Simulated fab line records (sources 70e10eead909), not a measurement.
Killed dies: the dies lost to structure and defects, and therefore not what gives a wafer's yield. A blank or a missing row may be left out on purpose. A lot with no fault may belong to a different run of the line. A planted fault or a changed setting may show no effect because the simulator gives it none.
Which of the tools did it? || flow nand harc || 11 lots with 30 wafers sampled at 3 steps, on a route of 1302 steps

== WHAT THE GAUGES SHOWED, per wafer ==
NHARC_A_CHANNEL_HOLE_D2_CD_MEAS_10: the cd target is 100 nm.
{"lot": "L102", "measured": "day 14 03:35", "on": "cd sem-01", "cd nm (nm)": "98.8 99.4 98.7"}
{"lot": "L111", "measured": "day 17 02:36", "on": "cd sem-01", "cd nm (nm)": "99.7 91.3"}
{"lot": "L110", "measured": "day 17 03:55", "on": "cd sem-02", "cd nm (nm)": "99.3 91.6"}
{"lot": "L112", "measured": "day 18 03:11", "on": "cd sem-01", "cd nm (nm)": "98.5 91.4"}
{"lot": "L113", "measured": "day 18 03:34", "on": "cd sem-01", "cd nm (nm)": "100.2 100.8 100.8"}
{"lot": "L115", "measured": "day 19 22:59", "on": "cd sem-01", "cd nm (nm)": "100.3 100.4 99.7"}
{"lot": "L116", "measured": "day 19 23:21", "on": "cd sem-01", "cd nm (nm)": "100.2 99.3 99.6"}
{"lot": "L120", "measured": "day 21 12:35", "on": "cd sem-03", "cd nm (nm)": "100.2 100.4 100.2"}
{"lot": "L122", "measured": "day 22 07:20", "on": "cd sem-03", "cd nm (nm)": "99.7 100.2 99.9"}
{"lot": "L123", "measured": "day 22 08:17", "on": "cd sem-01", "cd nm (nm)": "100.3 100.2 100.3"}
{"lot": "L124", "measured": "day 22 16:15", "on": "cd sem-02", "cd nm (nm)": "99.4 99.6 98.8"}

== WHICH TOOL RAN EACH LOT (tool, then ch and the chambers of the sampled wafers, then the start) ==
{"lot": "L102", "NHARC_A_CHANNEL_HOLE_D2_DEP_01": "pecvd-03 ch 0,1,2, day 14 02:54", "NHARC_A_CHANNEL_HOLE_D2_PEB_08": "litho track-06 ch 0, day 14 03:31"}
{"lot": "L111", "NHARC_A_CHANNEL_HOLE_D2_DEP_01": "pecvd-03 ch 1,2, day 17 01:56", "NHARC_A_CHANNEL_HOLE_D2_PEB_08": "litho track-06 ch 0, day 17 02:31"}
{"lot": "L110", "NHARC_A_CHANNEL_HOLE_D2_DEP_01": "pecvd-04 ch 0,1, day 17 03:20", "NHARC_A_CHANNEL_HOLE_D2_PEB_08": "litho track-06 ch 0, day 17 03:50"}
{"lot": "L112", "NHARC_A_CHANNEL_HOLE_D2_DEP_01": "pecvd-04 ch 0,1, day 18 02:31", "NHARC_A_CHANNEL_HOLE_D2_PEB_08": "litho track-06 ch 0, day 18 03:06"}
{"lot": "L113", "NHARC_A_CHANNEL_HOLE_D2_DEP_01": "pecvd-04 ch 1,2, day 18 02:50", "NHARC_A_CHANNEL_HOLE_D2_PEB_08": "litho track-01 ch 0, day 18 03:29"}
{"lot": "L115", "NHARC_A_CHANNEL_HOLE_D2_DEP_01": "pecvd-02 ch 0,1,2, day 19 22:28", "NHARC_A_CHANNEL_HOLE_D2_PEB_08": "litho track-01 ch 0, day 19 22:54"}
{"lot": "L116", "NHARC_A_CHANNEL_HOLE_D2_DEP_01": "pecvd-03 ch 0,2, day 19 22:38", "NHARC_A_CHANNEL_HOLE_D2_PEB_08": "litho track-01 ch 0, day 19 23:16"}
{"lot": "L120", "NHARC_A_CHANNEL_HOLE_D2_DEP_01": "pecvd-02 ch 0,2, day 21 11:47", "NHARC_A_CHANNEL_HOLE_D2_PEB_08": "litho track-01 ch 0, day 21 12:30"}
{"lot": "L122", "NHARC_A_CHANNEL_HOLE_D2_DEP_01": "pecvd-03 ch 0,2, day 22 06:35", "NHARC_A_CHANNEL_HOLE_D2_PEB_08": "litho track-06 ch 0, day 22 07:15"}
{"lot": "L123", "NHARC_A_CHANNEL_HOLE_D2_DEP_01": "pecvd-02 ch 0,1,2, day 22 07:36", "NHARC_A_CHANNEL_HOLE_D2_PEB_08": "litho track-01 ch 0, day 22 08:13"}
{"lot": "L124", "NHARC_A_CHANNEL_HOLE_D2_DEP_01": "pecvd-03 ch 1,2, day 22 15:39", "NHARC_A_CHANNEL_HOLE_D2_PEB_08": "litho track-06 ch 0, day 22 16:10"}
- NHARC_A_CHANNEL_HOLE_D2_DEP_01: deposits SiON, target thk 140 nm.
- NHARC_A_CHANNEL_HOLE_D2_PEB_08: peb time 65 s.

== THE ANSWER, worked out from the rows above alone ==
Rule: usual is defined by the lots themselves. The widest of any qualifying gaps counts: lots, ordered by their means at a reading, are off when they make up no more than a third of the lots, leave a main group of 4 or more, and stand apart from it by 3 or more times the standard deviation of that group's means. Not used: any main group whose means are identical at the precision the tables above print for the reading. Also off: a lot with no number at a reading for which 4 or more lots have one. Where the step has rows for the other lots, those lots are counted as sound.
Off, at NHARC_A_CHANNEL_HOLE_D2_CD_MEAS_10 on cd nm: L111, L110, L112. The main group: mean 99.9 nm, standard deviation 0.52.
A tool fits if, at a process step before that reading, it ran every lot that is off, and no sound lot after the first of them. Gauges at NHARC_A_CHANNEL_HOLE_D2_CD_MEAS_10: tried the same way as those tools. Not one of the candidates tried fits.

== WHAT WAS PUT IN BY THE SIMULATOR ==
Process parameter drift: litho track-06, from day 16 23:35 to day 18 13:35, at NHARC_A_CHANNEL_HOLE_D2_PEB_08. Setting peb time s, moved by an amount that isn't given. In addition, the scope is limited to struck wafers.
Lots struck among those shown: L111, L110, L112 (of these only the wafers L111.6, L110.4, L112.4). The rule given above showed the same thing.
